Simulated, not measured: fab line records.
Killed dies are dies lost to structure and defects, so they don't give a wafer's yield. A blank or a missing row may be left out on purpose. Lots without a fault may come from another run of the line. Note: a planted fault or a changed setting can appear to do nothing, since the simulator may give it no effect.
fab line records ; flow nand-harc ; part 1 of 2: steps 1 to 28 of 37
record: lots: 5; wafers: 15; last-day: 31
route steps=1302 shown A_STAIRCASE@793
lots that met no fault: taken from a fault-free run of the same line
start-h: hours from the record's opening day to when the first of the lot's shown wafers began ; wait-h: hours since the lot's step before ; " same as the row above ; L1.1+2: a row that stands for several wafers ; - no value present, or no start provided ; * or withheld: withheld ; < > ~ a bound
route shown NAME@n: NAME is a module with steps in the file, n the number in the route of the first one ; usual: mean/standard deviation of fault-free wafers ; same: alike in all rows ; chamber/n: place in a boat ; sites: each site's reading ; _std_site: standard deviation across them ; _edge_site: mean of outer sites minus mean of inner sites ; radius-mm: how far each site lies from the wafer's centre ; mask NAME#n: copy n ; behind: the tool/chamber that last shaped the wafer ; hold: why the lot was held/for how many hours/how that ended ; device: names the non-switching transistor (n, p or np) ; end of line: the route-end tests of the same wafers ; a step with no rows: only its recipe ; killed: dies that structure and defects cost at the first sort, which is not the same as the wafer's yield ; map: dies across one wafer; x = killed, . = not, _ = none there
set.NAME: setting as actually run; set.NAME@STEP: the setting as run at that earlier step ; model.NAME: the simulator's own value behind a step, which no gauge read
a table for each step, a row for each wafer; lots at some steps of the route
services: a tool's chamber out of use, with start hour (start-h, from the record's first day; less than 0 if before it), hours out, and reason
== steps ==
step: NHARC_A_STAIRCASE_SRD_277
lot.wafer;tool;chamber;start-h;wait-h
L078.4+2+6;wet-bench-04;6,7,1;-;-
L080.1+3+2;wet-bench-09;5,7,1;-;-
L081.6+3+2;wet-bench-04;7,0,1;-;-
L089.6+3+1;wet-bench-05;0,1,2;-;-
L090.4+5+1;wet-bench-04;7,0,1;-;-
step: NHARC_A_STAIRCASE_HM_DEP_459
recipe: target-thk-a: 15000; temp-c: 400; material: aC
usual: throttle-valve-pct: 35.000/0.0091
lot.wafer;tool;chamber;start-h;wait-h;throttle-valve-pct
L078.2;acl-dep-02;0;417.15;0.4;34.999
L078.4;acl-dep-02;0;417.15;0.4;34.990
L078.6;acl-dep-02;0;417.15;0.4;35.005
L080.1;acl-dep-01;0;436.14;3.6;34.997
L080.2;acl-dep-01;0;436.14;3.6;35.015
L080.3;acl-dep-01;0;436.14;3.6;35.000
L081.2;acl-dep-01;0;464.16;1.0;34.987
L081.3;acl-dep-01;0;464.16;1.0;35.017
L081.6;acl-dep-01;0;464.16;1.0;35.000
L089.1;acl-dep-02;0;516.24;0.1;34.993
L089.3;acl-dep-02;0;516.24;0.1;34.991
L089.6;acl-dep-02;0;516.24;0.1;34.996
L090.1;acl-dep-03;0;548.89;0.1;35.001
L090.4;acl-dep-03;0;548.89;0.1;35.011
L090.5;acl-dep-03;0;548.89;0.1;35.005
step: NHARC_A_STAIRCASE_DEP_280
recipe: target-thk-a: 300; target-thk-nm: 30; temp-c: 400; pressure-torr: 3.5; flow-sccm: 200; rf-w: 350; material: SiON
usual: heater-power-w: 763/92
lot.wafer;tool;chamber;start-h;wait-h;heater-power-w;since-wet-clean-h
L078.2;pecvd-01;0;418.69;1.2;713;94
L078.6;pecvd-01;1;418.69;1.2;538;-
L078.4;pecvd-01;2;418.69;1.2;856;-
L080.1;pecvd-03;0;438.00;1.5;799;59
L080.2;pecvd-03;1;438.00;1.5;925;59
L080.3;pecvd-03;2;438.00;1.5;687;59
L081.2;pecvd-03;0;465.72;1.3;776;87
L081.3;pecvd-03;1;465.72;1.3;829;87
L081.6;pecvd-03;0;465.72;1.3;787;-
L089.3;pecvd-04;0;518.14;1.0;688;55
L089.1;pecvd-04;1;518.14;1.0;605;55
L089.6;pecvd-04;2;518.14;1.0;823;-
L090.1;pecvd-01;0;551.23;2.0;796;46
L090.5;pecvd-01;1;551.23;2.0;725;-
L090.4;pecvd-01;2;551.23;2.0;896;-
step: NHARC_A_STAIRCASE_DEHYDRATE_281
recipe: temp-c: 150; time-s: 120
same: time-s: 120
lot.wafer;tool;chamber;start-h;wait-h
L078.2+4+6;litho-track-03;0;418.97;0.2
L080.1+2+3;litho-track-02;0;438.27;0.2
L081.2+3+6;litho-track-07;0;465.99;0.2
L089.1+3+6;litho-track-07;0;518.38;0.2
L090.1+4+5;litho-track-07;0;551.44;0.2
step: NHARC_A_STAIRCASE_HMDS_282
recipe: time-s: 30
same: time-s: 30
lot.wafer;tool;chamber;start-h;wait-h
L078.2+4+6;litho-track-03;0;-;-
L080.1+2+3;litho-track-02;0;-;-
L081.2+3+6;litho-track-07;0;-;-
L089.1+3+6;litho-track-07;0;-;-
L090.1+4+5;litho-track-07;0;-;-
step: NHARC_A_STAIRCASE_COAT_283
recipe: spin-rpm: 1200
lot.wafer;tool;chamber;start-h;wait-h
L078.2+4+6;litho-track-03;0;-;-
L080.1+2+3;litho-track-02;0;-;-
L081.2+3+6;litho-track-07;0;-;-
L089.1+3+6;litho-track-07;0;-;-
L090.1+4+5;litho-track-07;0;-;-
step: NHARC_A_STAIRCASE_SOFTBAKE_284
recipe: temp-c: 135; time-s: 170
same: time-s: 170
lot.wafer;tool;chamber;start-h;wait-h
L078.2+4+6;litho-track-03;0;-;-
L080.1+2+3;litho-track-02;0;-;-
L081.2+3+6;litho-track-07;0;-;-
L089.1+3+6;litho-track-07;0;-;-
L090.1+4+5;litho-track-07;0;-;-
step: NHARC_A_STAIRCASE_EBR_285
lot.wafer;tool;chamber;start-h;wait-h
L078.2+4+6;litho-track-03;0;-;-
L080.1+2+3;litho-track-02;0;-;-
L081.2+3+6;litho-track-07;0;-;-
L089.1+3+6;litho-track-07;0;-;-
L090.1+4+5;litho-track-07;0;-;-
step: NHARC_A_STAIRCASE_EXPOSE_286
recipe: na: 0.5; dose-mj: 25.01; mask-id: CHOP_100
usual: stage-vel-mm-s: 500.00/0.25
lot.wafer;tool;chamber;start-h;wait-h;mask;stage-vel-mm-s
L078.2;krf-scanner-02;0;419.31;-;CHOP_100#0;500.02
L078.4;krf-scanner-02;0;419.31;-;CHOP_100#0;500.10
L078.6;krf-scanner-02;0;419.31;-;CHOP_100#0;500.01
L080.1;krf-scanner-04;0;438.47;-;CHOP_100#0;499.91
L080.2;krf-scanner-04;0;438.47;-;CHOP_100#0;499.80
L080.3;krf-scanner-04;0;438.47;-;CHOP_100#0;499.79
L081.2;krf-scanner-02;0;466.33;-;CHOP_100#0;500.51
L081.3;krf-scanner-02;0;466.33;-;CHOP_100#0;500.24
L081.6;krf-scanner-02;0;466.33;-;CHOP_100#0;500.17
L089.1;krf-scanner-03;0;518.71;-;CHOP_100#0;500.01
L089.3;krf-scanner-03;0;518.71;-;CHOP_100#0;500.24
L089.6;krf-scanner-03;0;518.71;-;CHOP_100#0;500.33
L090.1;krf-scanner-02;0;551.66;-;CHOP_100#0;499.71
L090.4;krf-scanner-02;0;551.66;-;CHOP_100#0;499.74
L090.5;krf-scanner-02;0;551.66;-;CHOP_100#0;499.94
step: NHARC_A_STAIRCASE_PEB_287
recipe: peb-temp-c: 115; peb-time-s: 130
lot.wafer;tool;chamber;start-h;wait-h
L078.2+4+6;litho-track-03;0;419.37;0.1
L080.1+2+3;litho-track-02;0;438.54;0.1
L081.2+3+6;litho-track-03;0;466.40;0.1
L089.1+3+6;litho-track-02;0;518.78;0.1
L090.1+4+5;litho-track-03;0;551.73;0.1
step: NHARC_A_STAIRCASE_DEVELOP_288
recipe: time-s: 140
same: time-s: 140
lot.wafer;tool;chamber;start-h;wait-h
L078.2+4+6;litho-track-03;0;-;-
L080.1+2+3;litho-track-02;0;-;-
L081.2+3+6;litho-track-03;0;-;-
L089.1+3+6;litho-track-02;0;-;-
L090.1+4+5;litho-track-03;0;-;-
step: NHARC_A_STAIRCASE_HARDBAKE_290
recipe: temp-c: 120; time-s: 140
same: time-s: 140
lot.wafer;tool;chamber;start-h;wait-h
L078.2+4+6;litho-track-03;0;419.59;-
L080.1+2+3;litho-track-02;0;438.76;-
L081.2+3+6;litho-track-02;0;466.62;-
L089.1+3+6;litho-track-07;0;519.00;-
L090.1+4+5;litho-track-02;0;551.96;-
step: NHARC_A_STAIRCASE_DESCUM_291
recipe: time-s: 3; o2-flow-sccm: 200; ar-flow-sccm: 0; bias-power-w: 0; chemistry: O2
usual: drypump-motor-current-A: 6.0/0.6; o2-flow-sccm: 200.0/0.6; oes-product-au: 1.004/0.012; rf-vpp-V: 58.0/0.92; showerhead-plenum-p-Torr: 1.93/0.082; throttle-valve-pct: 11.311/0.0088
same: time-s: 3
lot.wafer;tool;chamber;start-h;wait-h;drypump-motor-current-A;o2-flow-sccm;oes-product-au;rf-hours-counter-h;rf-vpp-V;showerhead-plenum-p-Torr;throttle-valve-pct
L078.2;rie-diel-04;3;419.68;-;5.6;199.2;1.003;17;59.3;1.99;11.323
L078.4;rie-diel-04;0;419.68;-;5.9;199.5;1.013;21;56.9;1.96;11.318
L078.6;rie-diel-04;0;419.68;-;5.9;199.5;1.001;-;58.4;1.96;11.316
L080.3;rie-diel-04;2;438.86;-;5.0;200.0;1.012;27;58.9;1.92;11.310
L080.1;rie-diel-04;3;438.86;-;5.6;199.8;1.006;23;57.6;1.99;11.306
L080.2;rie-diel-04;0;438.86;-;5.9;199.9;1.018;28;58.6;1.96;11.320
L081.2;rie-diel-02;0;466.71;-;6.7;199.9;1.002;19;59.0;2.05;11.318
L081.3;rie-diel-02;1;466.71;-;6.6;200.0;1.000;18;57.5;1.79;11.322
L081.6;rie-diel-02;0;466.71;-;6.6;199.5;1.005;-;58.2;2.05;11.323
L089.1;rie-diel-13;2;519.13;-;4.9;199.5;1.019;58;57.3;1.81;11.311
L089.3;rie-diel-13;3;519.13;-;6.0;200.4;0.984;56;58.6;1.89;11.317
L089.6;rie-diel-13;0;519.13;-;5.4;201.3;0.999;-;57.3;1.90;11.306
L090.1;rie-diel-02;3;552.05;-;6.7;200.3;1.027;47;57.7;1.89;11.312
L090.4;rie-diel-02;1;552.05;-;6.6;199.1;0.996;46;58.7;1.78;11.309
L090.5;rie-diel-02;0;552.05;-;6.7;199.9;1.025;-;58.9;2.04;11.309
step: NHARC_A_STAIRCASE_ETCH_292
recipe: cf4-flow-sccm: 100; chf3-flow-sccm: 30; ar-flow-sccm: 0; rf-w: 500; bias-w: 200; chemistry: CF4/CHF3
usual: drypump-motor-current-A: 6.0/0.61; oes-product-au: 0.936/0.022; rf-vpp-V: 371.2/2.4; showerhead-plenum-p-Torr: 1.59/0.067; throttle-valve-pct: 16.802/0.0099
lot.wafer;tool;chamber;start-h;wait-h;drypump-motor-current-A;oes-product-au;rf-hours-counter-h;rf-vpp-V;showerhead-plenum-p-Torr;throttle-valve-pct
L078.2;rie-diel-04;2;419.76;0.1;5.0;0.935;17;371.4;1.58;16.796
L078.4;rie-diel-04;3;419.76;0.1;5.6;0.924;17;371.9;1.63;16.810
L078.6;rie-diel-04;3;419.76;0.1;5.6;0.938;-;372.4;1.63;16.796
L080.1;rie-diel-04;0;438.93;0.1;5.9;0.946;28;372.0;1.61;16.783
L080.2;rie-diel-04;1;438.93;0.1;5.8;0.930;33;372.9;1.62;16.799
L080.3;rie-diel-04;2;438.93;0.1;5.0;0.933;27;370.9;1.58;16.797
L081.3;rie-diel-02;2;466.81;0.1;6.0;0.928;8;374.5;1.66;16.794
L081.2;rie-diel-02;3;466.81;0.1;6.7;0.944;17;370.9;1.56;16.786
L081.6;rie-diel-02;2;466.81;0.1;6.0;0.921;-;373.7;1.66;16.802
L089.1;rie-diel-02;0;519.64;0.5;6.6;1.007;33;373.1;1.68;16.803
L089.3;rie-diel-02;1;519.64;0.5;6.5;0.987;35;366.1;1.48;16.803
L089.6;rie-diel-02;3;519.64;0.5;6.7;1.020;-;369.4;1.56;16.815
L090.4;rie-diel-02;1;552.13;0.1;6.6;0.931;46;368.0;1.47;16.811
L090.1;rie-diel-02;0;552.13;0.1;6.6;0.941;47;373.7;1.67;16.814
L090.5;rie-diel-02;2;552.13;0.1;6.0;0.926;-;371.9;1.65;16.798
step: NHARC_A_STAIRCASE_HM_OPEN_460
recipe: o2-flow-sccm: 400; cos-flow-sccm: 20; ar-flow-sccm: 0; rf-w: 500; bias-w: 300; chemistry: O2/COS
usual: drypump-motor-current-A: 5.9/0.63; o2-flow-sccm: 400.0/1.2; oes-product-au: 1.003/0.011; rf-vpp-V: 467.9/2.8; showerhead-plenum-p-Torr: 3.15/0.13; throttle-valve-pct: 28.329/0.0088
lot.wafer;tool;chamber;start-h;wait-h;drypump-motor-current-A;o2-flow-sccm;oes-product-au;rf-hours-counter-h;rf-vpp-V;showerhead-plenum-p-Torr;throttle-valve-pct
L078.2;rie-diel-04;0;-;-;5.9;398.3;1.020;21;468.9;3.20;28.333
L078.4;rie-diel-04;3;-;-;5.6;399.1;1.006;17;469.1;3.24;28.338
L078.6;rie-diel-04;0;-;-;5.9;399.4;1.022;-;468.9;3.20;28.323
L080.1;rie-diel-04;2;-;-;5.0;400.9;1.008;27;467.1;3.14;28.331
L080.2;rie-diel-04;3;-;-;5.6;399.3;1.011;23;468.8;3.24;28.330
L080.3;rie-diel-04;0;-;-;5.9;398.6;1.031;28;468.4;3.19;28.327
L081.3;rie-diel-02;0;-;-;6.7;401.2;0.993;19;471.9;3.33;28.330
L081.2;rie-diel-02;3;-;-;6.7;397.8;1.022;17;466.9;3.10;28.322
L081.6;rie-diel-02;0;-;-;6.7;401.2;1.017;-;471.1;3.33;28.323
L089.3;rie-diel-04;1;519.82;-;5.9;399.8;0.999;62;469.3;3.20;28.346
L089.1;rie-diel-04;0;519.82;-;5.9;397.8;1.033;59;467.7;3.18;28.337
L089.6;rie-diel-04;1;519.82;-;5.8;401.0;1.006;-;468.1;3.20;28.326
L090.4;rie-diel-02;3;-;-;6.7;399.8;1.014;47;466.5;3.09;28.338
L090.1;rie-diel-02;0;-;-;6.7;399.6;1.010;47;472.0;3.32;28.318
L090.5;rie-diel-02;2;-;-;6.0;399.9;0.991;-;470.5;3.27;28.336
step: NHARC_A_STAIRCASE_STRIP_461
recipe: o2-flow-sccm: 400; cos-flow-sccm: 20; ar-flow-sccm: 0; bias-w: 0; chemistry: O2/COS
lot.wafer;tool;chamber;start-h;wait-h
L078.4+2+6;rie-diel-04;2,0,1;-;-
L080.1+3+2;rie-diel-04;2,0,1;-;-
L081.3+2+6;rie-diel-02;3,1,3;-;-
L089.1+3+6;rie-diel-04;2,0,2;-;-
L090.4+1+5;rie-diel-02;2,3,2;-;-
step: NHARC_A_STAIRCASE_ETCH_452
recipe: target-depth-a: 300; overetch-a: 30; time-s: 16.5; ion-energy-ev: 100; cf4-flow-sccm: 80; o2-flow-sccm: 20; ar-flow-sccm: 0; rf-w: 300; bias-w: 100; chemistry: CF4/O2
usual: drypump-motor-current-A: 5.9/0.6; o2-flow-sccm: 20.00/0.059; oes-product-au: 1.006/0.012; rf-vpp-V: 198.0/1.3; showerhead-plenum-p-Torr: 1.35/0.055; throttle-valve-pct: 13.398/0.01
same: time-s: 16.5
lot.wafer;tool;chamber;start-h;wait-h;drypump-motor-current-A;o2-flow-sccm;oes-product-au;rf-hours-counter-h;rf-vpp-V;showerhead-plenum-p-Torr;throttle-valve-pct
L078.2;rie-diel-04;2;-;-;5.0;20.00;1.025;17;198.9;1.34;13.405
L078.4;rie-diel-04;3;-;-;5.6;19.93;1.002;17;200.4;1.39;13.405
L078.6;rie-diel-04;3;-;-;5.6;20.03;0.999;-;198.4;1.39;13.373
L080.3;rie-diel-04;3;-;-;5.6;19.92;1.003;24;198.9;1.39;13.415
L080.1;rie-diel-04;1;-;-;5.8;19.97;1.006;33;197.8;1.38;13.415
L080.2;rie-diel-04;2;-;-;5.0;20.10;1.012;27;198.1;1.34;13.386
L081.3;rie-diel-02;2;-;-;6.0;19.89;1.001;8;200.0;1.41;13.393
L081.2;rie-diel-02;0;-;-;6.6;19.93;1.014;19;199.2;1.43;13.395
L081.6;rie-diel-02;2;-;-;6.0;19.89;1.000;-;199.6;1.41;13.400
L089.1;rie-diel-04;0;-;-;5.9;20.02;1.027;59;198.9;1.36;13.420
L089.3;rie-diel-04;3;-;-;5.6;19.89;1.010;53;199.0;1.38;13.426
L089.6;rie-diel-04;1;-;-;5.8;20.05;1.009;-;198.9;1.37;13.403
L090.1;rie-diel-02;3;-;-;6.7;19.91;1.015;47;196.0;1.32;13.388
L090.4;rie-diel-02;0;-;-;6.6;19.97;1.022;47;198.4;1.42;13.400
L090.5;rie-diel-02;1;-;-;6.6;19.99;0.995;-;196.3;1.25;13.390
step: NHARC_A_STAIRCASE_ETCH_294
recipe: target-depth-a: 49890; time-s: 1211.6; ion-energy-ev: 800; c4f8-flow-sccm: 80; o2-flow-sccm: 60; ar-flow-sccm: withheld; rf-w: 600; bias-w: 3000; chemistry: C4F8/O2/Ar
usual: oes-product-au: 0.936/0.013; rf-vpp-V: 1830/10
same: time-s: 1211.6
lot.wafer;tool;chamber;start-h;wait-h;oes-product-au;rf-hours-counter-h;rf-vpp-V
L078.4;rie-diel-04;0;-;-;0.930;21;1834
L078.2;rie-diel-04;1;-;-;0.922;22;1836
L078.6;rie-diel-04;0;-;-;0.940;-;1834
L080.2;rie-diel-04;2;-;-;0.938;27;1828
L080.1;rie-diel-04;0;-;-;0.960;28;1833
L080.3;rie-diel-04;1;-;-;0.940;33;1835
L081.3;rie-diel-02;1;-;-;0.931;19;1812
L081.2;rie-diel-02;3;-;-;0.939;17;1826
L081.6;rie-diel-02;2;-;-;0.938;-;1841
L089.1;rie-diel-04;2;-;-;0.927;40;1828
L089.3;rie-diel-04;0;-;-;0.938;59;1831
L089.6;rie-diel-04;1;-;-;0.926;-;1834
L090.4;rie-diel-02;0;-;-;0.941;47;1843
L090.1;rie-diel-02;2;-;-;0.924;39;1840
L090.5;rie-diel-02;1;-;-;0.920;-;1811
step: NHARC_A_STAIRCASE_STRIP_295
recipe: o2-flow-sccm: 500; ar-flow-sccm: 0; bias-w: 0; chemistry: O2
usual: drypump-motor-current-A: 6.0/0.61; o2-flow-sccm: 500.0/1.4; oes-product-au: 1.005/0.013; rf-vpp-V: 57.9/1; showerhead-plenum-p-Torr: 3.57/0.14; throttle-valve-pct: 17.036/0.0096
lot.wafer;tool;chamber;start-h;wait-h;drypump-motor-current-A;o2-flow-sccm;oes-product-au;rf-hours-counter-h;rf-vpp-V;showerhead-plenum-p-Torr;throttle-valve-pct
L078.2;rie-diel-04;1;-;-;5.9;499.4;1.006;22;58.9;3.64;17.023
L078.4;rie-diel-04;3;-;-;5.6;498.7;1.009;18;57.3;3.66;17.052
L078.6;rie-diel-04;1;-;-;5.9;501.2;0.997;-;57.6;3.64;17.032
L080.1;rie-diel-04;2;-;-;5.0;499.6;1.009;27;57.5;3.54;17.042
L080.3;rie-diel-04;0;-;-;5.9;499.4;1.014;28;58.0;3.61;17.031
L080.2;rie-diel-04;1;-;-;5.9;498.8;1.001;33;57.2;3.63;17.055
L081.3;rie-diel-02;1;-;-;6.6;500.7;0.993;19;57.5;3.32;17.045
L081.2;rie-diel-02;3;-;-;6.7;499.3;1.007;17;58.1;3.51;17.026
L081.6;rie-diel-02;1;-;-;6.6;496.5;1.006;-;57.2;3.32;17.034
L089.3;rie-diel-02;3;521.06;-;6.7;499.4;1.014;35;57.3;3.50;17.018
L089.1;rie-diel-02;2;521.06;-;6.0;500.0;0.999;29;59.1;3.70;17.046
L089.6;rie-diel-02;0;521.06;-;6.7;501.9;1.005;-;58.4;3.75;17.018
L090.4;rie-diel-02;2;-;-;6.0;498.0;0.995;39;56.7;3.69;17.042
L090.1;rie-diel-02;1;-;-;6.6;499.4;0.976;47;58.4;3.31;17.044
L090.5;rie-diel-02;3;-;-;6.7;498.8;1.019;-;57.7;3.49;17.038
step: NHARC_A_STAIRCASE_STRIP_296
recipe: time-s: 900; temp-c: 130; chemistry: SPM
same: time-s: 900
lot.wafer;tool;chamber;start-h;wait-h
L078.4+2+6;wet-bench-04;2,4,7;421.40;-
L080.1+2+3;wet-bench-04;5,6,7;440.58;-
L081.3+6+2;wet-bench-05;2,4,6;468.49;-
L089.6+3+1;wet-bench-04;5,6,7;521.38;-
L090.1+5+4;wet-bench-09;2,4,6;554.40;-
step: NHARC_A_STAIRCASE_PRECLEAN_297
recipe: time-s: *; temp-c: 50; bath-age-min: 0; chemistry: SC1
same: time-s: *
lot.wafer;tool;chamber;start-h;wait-h
L078.4+2+6;wet-bench-04;2,4,7;-;-
L080.1+2+3;wet-bench-04;5,6,7;-;-
L081.3+6+2;wet-bench-05;2,4,6;-;-
L089.6+3+1;wet-bench-04;5,6,7;-;-
L090.1+5+4;wet-bench-09;2,4,6;-;-
step: NHARC_A_STAIRCASE_SRD_298
lot.wafer;tool;chamber;start-h;wait-h
L078.4+2+6;wet-bench-04;2,4,7;-;-
L080.1+2+3;wet-bench-04;5,6,7;-;-
L081.3+6+2;wet-bench-05;2,4,6;-;-
L089.6+3+1;wet-bench-04;5,6,7;-;-
L090.1+5+4;wet-bench-09;2,4,6;-;-
step: NHARC_A_STAIRCASE_HM_DEP_462
recipe: target-thk-a: 8000; temp-c: 400; material: aC
usual: throttle-valve-pct: 35.000/0.0092
lot.wafer;tool;chamber;start-h;wait-h;throttle-valve-pct
L078.2;acl-dep-02;0;422.23;0.4;35.009
L078.4;acl-dep-02;0;422.23;0.4;34.987
L078.6;acl-dep-02;0;422.23;0.4;35.004
L080.1;acl-dep-01;0;442.21;1.2;35.007
L080.2;acl-dep-01;0;442.21;1.2;35.010
L080.3;acl-dep-01;0;442.21;1.2;34.998
L081.2;acl-dep-03;0;469.32;0.4;35.001
L081.3;acl-dep-03;0;469.32;0.4;34.994
L081.6;acl-dep-03;0;469.32;0.4;34.987
L089.1;acl-dep-03;0;521.89;0.1;34.998
L089.3;acl-dep-03;0;521.89;0.1;34.991
L089.6;acl-dep-03;0;521.89;0.1;35.005
L090.1;acl-dep-02;0;554.91;0.1;34.982
L090.4;acl-dep-02;0;554.91;0.1;35.013
L090.5;acl-dep-02;0;554.91;0.1;34.989
step: NHARC_A_STAIRCASE_DEP_301
recipe: target-thk-a: 300; target-thk-nm: 30; temp-c: 400; pressure-torr: 3.5; flow-sccm: 200; rf-w: 350; material: SiON
usual: heater-power-w: 764/94
lot.wafer;tool;chamber;start-h;wait-h;heater-power-w;since-wet-clean-h
L078.2;pecvd-01;2;423.81;1.3;849;100
L078.4;pecvd-01;2;423.81;1.3;841;-
L078.6;pecvd-01;0;423.81;1.3;830;-
L080.3;pecvd-03;0;444.11;1.0;792;65
L080.2;pecvd-03;1;444.11;1.0;894;65
L080.1;pecvd-03;2;444.11;1.0;753;65
L081.3;pecvd-04;1;470.95;1.0;620;8
L081.2;pecvd-04;2;470.95;1.0;772;8
L081.6;pecvd-04;2;470.95;1.0;802;-
L089.1;pecvd-04;2;523.73;1.5;729;61
L089.3;pecvd-04;1;523.73;1.5;700;61
L089.6;pecvd-04;1;523.73;1.5;684;-
L090.1;pecvd-01;1;556.79;1.6;724;52
L090.4;pecvd-01;1;556.79;1.6;704;-
L090.5;pecvd-01;2;556.79;1.6;968;-
step: NHARC_A_STAIRCASE_DEHYDRATE_302
recipe: temp-c: 150; time-s: 120
same: time-s: 120
lot.wafer;tool;chamber;start-h;wait-h
L078.2+4+6;litho-track-02;0;424.08;0.2
L080.1+2+3;litho-track-07;0;444.38;0.2
L081.2+3+6;litho-track-02;0;471.23;0.2
L089.1+3+6;litho-track-02;0;524.00;0.2
L090.1+4+5;litho-track-03;0;557.07;0.2
step: NHARC_A_STAIRCASE_HMDS_303
recipe: time-s: 30
same: time-s: 30
lot.wafer;tool;chamber;start-h;wait-h
L078.2+4+6;litho-track-02;0;-;-
L080.1+2+3;litho-track-07;0;-;-
L081.2+3+6;litho-track-02;0;-;-
L089.1+3+6;litho-track-02;0;-;-
L090.1+4+5;litho-track-03;0;-;-
step: NHARC_A_STAIRCASE_COAT_304
recipe: spin-rpm: 1200
lot.wafer;tool;chamber;start-h;wait-h
L078.2+4+6;litho-track-02;0;-;-
L080.1+2+3;litho-track-07;0;-;-
L081.2+3+6;litho-track-02;0;-;-
L089.1+3+6;litho-track-02;0;-;-
L090.1+4+5;litho-track-03;0;-;-
step: NHARC_A_STAIRCASE_SOFTBAKE_305
recipe: temp-c: 135; time-s: 170
same: time-s: 170
lot.wafer;tool;chamber;start-h;wait-h
L078.2+4+6;litho-track-02;0;-;-
L080.1+2+3;litho-track-07;0;-;-
L081.2+3+6;litho-track-02;0;-;-
L089.1+3+6;litho-track-02;0;-;-
L090.1+4+5;litho-track-03;0;-;-
